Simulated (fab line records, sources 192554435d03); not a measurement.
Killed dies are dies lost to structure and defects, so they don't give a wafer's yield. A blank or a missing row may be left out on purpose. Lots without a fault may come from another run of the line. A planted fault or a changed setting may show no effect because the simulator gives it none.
Split-lot experiment | flow n5_finfet | 7 lots, 39 wafers read, on a route of 1938 steps

THE SPLIT
At N5_BEOL_M9_CVD_78 (deposits Co from CCTBA/H2, target thk 2 nm, time 138.9 s), the setting target_thk_a was moved away from the recipe's 20 angstrom on 15 of the 39 wafers read, by -32.9% to +48.4%. The other wafers ran this setting at the recipe's value.

The reading is taken at the split's own step.

THE READING
Co_of_BEOL_M9_CVD_78.thk_nm (the simulator's own value, which no gauge read), in nm, at N5_BEOL_M9_CVD_78 (deposits Co from CCTBA/H2, target thk 2 nm, time 138.9 s). The file gives no usual value for it. The 24 wafers here that ran the recipe average 2.1 nm, standard deviation 0.14 nm.

wafer  | tool, chamber at the split | target_thk_a as run, angstrom | against the recipe | Co_of_BEOL_M9_CVD_78.thk_nm, nm | against lot-mates on the recipe
L074.1 | cvd_co-01, 1,0,0           | 20                            | recipe             | 2                               | -
L074.2 | cvd_co-01, 1,0,0           | 20                            | recipe             | 2                               | -
L074.5 | cvd_co-01, 1,0,0           | 20                            | recipe             | 2                               | -
L080.1 | cvd_co-01, 1,0,2           | 24.68                         | +23.4%             | 2.4                             | +0.4
L080.2 | cvd_co-01, 1,0,2           | 24.68                         | +23.4%             | 2.4                             | +0.4
L080.3 | cvd_co-01, 1,0,2           | 24.68                         | +23.4%             | 2.4                             | +0.4
L080.4 | cvd_co-01, 2               | 20                            | recipe             | 2.2                             | -
L080.5 | cvd_co-01, 1               | 20                            | recipe             | 2                               | -
L080.6 | cvd_co-01, 0               | 20                            | recipe             | 1.8                             | -
L081.1 | cvd_co-02, 1               | 13.43                         | -32.9%             | 1.2                             | -0.7
L081.4 | cvd_co-02, 1               | 13.43                         | -32.9%             | 1.2                             | -0.7
L081.2 | cvd_co-02, 0               | 20                            | recipe             | 2                               | -
L081.5 | cvd_co-02, 0               | 20                            | recipe             | 2                               | -
L081.3 | cvd_co-02, 2               | 20                            | recipe             | 1.8                             | -
L081.6 | cvd_co-02, 2               | 13.43                         | -32.9%             | 1.4                             | -0.5
L088.1 | cvd_co-01, 1,2,0           | 20                            | recipe             | 2.2                             | -
L088.3 | cvd_co-01, 1,2,0           | 20                            | recipe             | 2.2                             | -
L088.5 | cvd_co-01, 1,2,0           | 20                            | recipe             | 2.2                             | -
L088.2 | cvd_co-01, 0               | 29.67                         | +48.4%             | 3                               | +0.8
L088.4 | cvd_co-01, 1               | 29.67                         | +48.4%             | 3.4                             | +1.2
L088.6 | cvd_co-01, 2               | 29.67                         | +48.4%             | 3.2                             | +1.0
L086.1 | cvd_co-01, 2,1,1           | 29.47                         | +47.4%             | 3                               | +0.9
L086.2 | cvd_co-01, 2,1,1           | 29.47                         | +47.4%             | 3                               | +0.9
L086.5 | cvd_co-01, 2,1,1           | 29.47                         | +47.4%             | 3                               | +0.9
L086.3 | cvd_co-01, 0               | 20                            | recipe             | 2                               | -
L086.6 | cvd_co-01, 0               | 20                            | recipe             | 2                               | -
L086.4 | cvd_co-01, 2               | 20                            | recipe             | 2.2                             | -
L093.1 | cvd_co-01, 0,1,0           | 20                            | recipe             | 2.2                             | -
L093.3 | cvd_co-01, 0,1,0           | 20                            | recipe             | 2.2                             | -
L093.6 | cvd_co-01, 0,1,0           | 20                            | recipe             | 2.2                             | -
L093.2 | cvd_co-01, 2,1,2           | 24.96                         | +24.8%             | 2.6                             | +0.4
L093.4 | cvd_co-01, 2,1,2           | 24.96                         | +24.8%             | 2.6                             | +0.4
L093.5 | cvd_co-01, 2,1,2           | 24.96                         | +24.8%             | 2.6                             | +0.4
L096.1 | cvd_co-01, 0,1,1           | 20                            | recipe             | 2.2                             | -
L096.3 | cvd_co-01, 0,1,1           | 20                            | recipe             | 2.2                             | -
L096.4 | cvd_co-01, 0,1,1           | 20                            | recipe             | 2.2                             | -
L096.2 | cvd_co-01, 2,0             | 20                            | recipe             | 2                               | -
L096.5 | cvd_co-01, 2,0             | 20                            | recipe             | 2                               | -
L096.6 | cvd_co-01, 2               | 20                            | recipe             | 1.8                             | -
Where a row lists several chambers, the file gives one row for several wafers and doesn't say which wafer went through which chamber.

THE FIT
A straight line over all 39 wafers: Co_of_BEOL_M9_CVD_78.thk_nm changes by +0.0218 nm for each +1% of target_thk_a; r = +0.96; the points scatter about the line by 0.14 nm.
The same after taking each lot's own level away (the mean of its wafers on the recipe; 39 wafers): +0.0198 nm for each +1%; r = +0.97; scatter 0.11 nm.
On that fit, the largest move of target_thk_a shifts the reading by 0.96 nm.
The lots' own levels span 1.93 to 2.20 nm, that is 1.9 times the standard deviation above.
So the lot-to-lot level changes the slope: the two fits differ.
Check: with one of the wafers moved furthest among these (+48.4%) left out of the fit, the line predicts +0.965 nm for it against its lot-mates. It came out at +0.8 nm against them.

OTHER SPLITS ON THESE WAFERS
These wafers also went through other splits before the reading. Each is held against what the fit with the lots' levels taken away leaves over:
other split on the same wafers       | wafers away from the commonest value | r with Co_of_BEOL_M9_CVD_78.thk_nm (lot level and that fit taken away)
N5_BEOL_M8_DEVELOP_10 develop_time_s | 6                                    | +0.03

THE FILE'S OWN FIT
Co_of_BEOL_M9_CVD_78.thk_nm changes by +0.0196 nm for each +1% of target_thk_a, r = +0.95.
